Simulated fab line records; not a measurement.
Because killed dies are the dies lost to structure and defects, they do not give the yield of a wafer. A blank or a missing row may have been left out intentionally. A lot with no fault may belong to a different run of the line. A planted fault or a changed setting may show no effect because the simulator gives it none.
Split-lot trial / flow n5-finfet / 7 lots, 21 wafers read, on a route of 1938 steps

== SPLIT DETAILS ==
At N5_GATE_CUT_ALD_22 (deposits SiNx, target thk 16 nm, pulse time 1 s, ald cycles 320), the setting ald-cycles was moved away from the recipe's 320 on 11 of the 21 wafers read, by -16.2% to +14.4%. This setting was run at the recipe's value on the other wafers.

The reading is taken at the split's own step.

== THE READING ==
SiNx_of_GATE_CUT_ALD_22.thk-nm (the simulator's own value, which no gauge read), in nm, at N5_GATE_CUT_ALD_22 (deposits SiNx, target thk 16 nm, pulse time 1 s, ald cycles 320). There is no usual value for it anywhere in the file. Average 16.0 nm, standard deviation 0.06 nm, over the 10 wafers here run with the recipe.

wafer=L078.1; tool, chamber at the split=ald-sin-01, 1,2; ald-cycles as run=268; against the recipe=-16.2%; SiNx_of_GATE_CUT_ALD_22.thk-nm, nm=13.4; against lot-mates on the recipe=-2.6
wafer=L078.5; tool, chamber at the split=ald-sin-01, 1,2; ald-cycles as run=268; against the recipe=-16.2%; SiNx_of_GATE_CUT_ALD_22.thk-nm, nm=13.4; against lot-mates on the recipe=-2.6
wafer=L078.3; tool, chamber at the split=ald-sin-01, 2; ald-cycles as run=320; against the recipe=recipe; SiNx_of_GATE_CUT_ALD_22.thk-nm, nm=16; against lot-mates on the recipe=-
wafer=L081.1; tool, chamber at the split=ald-sin-03, 1; ald-cycles as run=334; against the recipe=+4.4%; SiNx_of_GATE_CUT_ALD_22.thk-nm, nm=16.8; against lot-mates on the recipe=+0.8
wafer=L081.5; tool, chamber at the split=ald-sin-03, 1; ald-cycles as run=334; against the recipe=+4.4%; SiNx_of_GATE_CUT_ALD_22.thk-nm, nm=16.8; against lot-mates on the recipe=+0.8
wafer=L081.2; tool, chamber at the split=ald-sin-03, 2; ald-cycles as run=320; against the recipe=recipe; SiNx_of_GATE_CUT_ALD_22.thk-nm, nm=16; against lot-mates on the recipe=-
wafer=L088.3; tool, chamber at the split=ald-sin-02, 0,3,0; ald-cycles as run=320; against the recipe=recipe; SiNx_of_GATE_CUT_ALD_22.thk-nm, nm=16; against lot-mates on the recipe=-
wafer=L088.5; tool, chamber at the split=ald-sin-02, 0,3,0; ald-cycles as run=320; against the recipe=recipe; SiNx_of_GATE_CUT_ALD_22.thk-nm, nm=16; against lot-mates on the recipe=-
wafer=L088.6; tool, chamber at the split=ald-sin-02, 0,3,0; ald-cycles as run=320; against the recipe=recipe; SiNx_of_GATE_CUT_ALD_22.thk-nm, nm=16; against lot-mates on the recipe=-
wafer=L093.3; tool, chamber at the split=ald-sin-02, 1; ald-cycles as run=320; against the recipe=recipe; SiNx_of_GATE_CUT_ALD_22.thk-nm, nm=16.2; against lot-mates on the recipe=-
wafer=L093.5; tool, chamber at the split=ald-sin-02, 2; ald-cycles as run=274; against the recipe=-14.4%; SiNx_of_GATE_CUT_ALD_22.thk-nm, nm=13.8; against lot-mates on the recipe=-2.3
wafer=L093.6; tool, chamber at the split=ald-sin-02, 3; ald-cycles as run=320; against the recipe=recipe; SiNx_of_GATE_CUT_ALD_22.thk-nm, nm=16; against lot-mates on the recipe=-
wafer=L094.1; tool, chamber at the split=ald-sin-02, 2; ald-cycles as run=297; against the recipe=-7.2%; SiNx_of_GATE_CUT_ALD_22.thk-nm, nm=15; against lot-mates on the recipe=-1.0
wafer=L094.2; tool, chamber at the split=ald-sin-02, 3; ald-cycles as run=320; against the recipe=recipe; SiNx_of_GATE_CUT_ALD_22.thk-nm, nm=16; against lot-mates on the recipe=-
wafer=L094.6; tool, chamber at the split=ald-sin-02, 3; ald-cycles as run=297; against the recipe=-7.2%; SiNx_of_GATE_CUT_ALD_22.thk-nm, nm=14.8; against lot-mates on the recipe=-1.2
wafer=L096.1; tool, chamber at the split=ald-sin-03, 0,3,0; ald-cycles as run=366; against the recipe=+14.4%; SiNx_of_GATE_CUT_ALD_22.thk-nm, nm=18.4; against lot-mates on the recipe=no lot-mate on the recipe
wafer=L096.2; tool, chamber at the split=ald-sin-03, 0,3,0; ald-cycles as run=366; against the recipe=+14.4%; SiNx_of_GATE_CUT_ALD_22.thk-nm, nm=18.4; against lot-mates on the recipe=no lot-mate on the recipe
wafer=L096.6; tool, chamber at the split=ald-sin-03, 0,3,0; ald-cycles as run=366; against the recipe=+14.4%; SiNx_of_GATE_CUT_ALD_22.thk-nm, nm=18.4; against lot-mates on the recipe=no lot-mate on the recipe
wafer=L097.1; tool, chamber at the split=ald-sin-02, 3; ald-cycles as run=320; against the recipe=recipe; SiNx_of_GATE_CUT_ALD_22.thk-nm, nm=16; against lot-mates on the recipe=-
wafer=L097.5; tool, chamber at the split=ald-sin-02, 3; ald-cycles as run=320; against the recipe=recipe; SiNx_of_GATE_CUT_ALD_22.thk-nm, nm=16; against lot-mates on the recipe=-
wafer=L097.2; tool, chamber at the split=ald-sin-02, 0; ald-cycles as run=299; against the recipe=-6.6%; SiNx_of_GATE_CUT_ALD_22.thk-nm, nm=15; against lot-mates on the recipe=-1.0
Where a row lists several chambers, the file gives one row for several wafers and doesn't say which wafer went through which chamber.

FIT RESULTS
A straight line over all 21 wafers: SiNx_of_GATE_CUT_ALD_22.thk-nm changes by +0.162 nm for each +1% of ald-cycles; r = +1.00; the points scatter about the line by 0.064 nm.
The same after taking each lot's own level away (the mean of its wafers on the recipe; 18 wafers): +0.161 nm for each +1%; r = +1.00; scatter 0.061 nm.
According to that fit, moving ald-cycles by its largest amount changes the reading by 2.6 nm.
The lots' own levels span 16.00 to 16.10 nm, that is 1.7 times the standard deviation above.
The two slopes are in agreement: the lot-to-lot level therefore moves the slope only a little.
Check: -2.6 nm against its lot-mates is what the line predicts for one of the wafers moved furthest among these (-16.2%) when that wafer is left out of the fit. Against them it came out at -2.6 nm.

== OTHER SPLITS ON THESE WAFERS ==
Other splits were also applied to these wafers ahead of the reading. Each is held against what the fit with the lots' levels taken away leaves over:
other split on the same wafers=N5_SD_EPI_N_DEVELOP_08 develop-time-s; wafers away from the commonest value=8; r with SiNx_of_GATE_CUT_ALD_22.thk-nm (lot level and that fit taken away)=+0.01
other split on the same wafers=N5_SD_EPI_P_EPI_21 epi-growth-time-s; wafers away from the commonest value=8; r with SiNx_of_GATE_CUT_ALD_22.thk-nm (lot level and that fit taken away)=+0.38
other split on the same wafers=N5_SD_ACTIVATION_LSA_01 temp-c; wafers away from the commonest value=7; r with SiNx_of_GATE_CUT_ALD_22.thk-nm (lot level and that fit taken away)=-0.23
other split on the same wafers=N5_HKMG_FIN_HK_ALD_01 ald-cycles; wafers away from the commonest value=6; r with SiNx_of_GATE_CUT_ALD_22.thk-nm (lot level and that fit taken away)=-0.24
other split on the same wafers=N5_HKMG_FIN_ETCH_58 source-w; wafers away from the commonest value=4; r with SiNx_of_GATE_CUT_ALD_22.thk-nm (lot level and that fit taken away)=+0.47

== FILE'S OWN FIT ==
SiNx_of_GATE_CUT_ALD_22.thk-nm changes by +0.16 nm for each +1% of ald-cycles, r = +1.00.
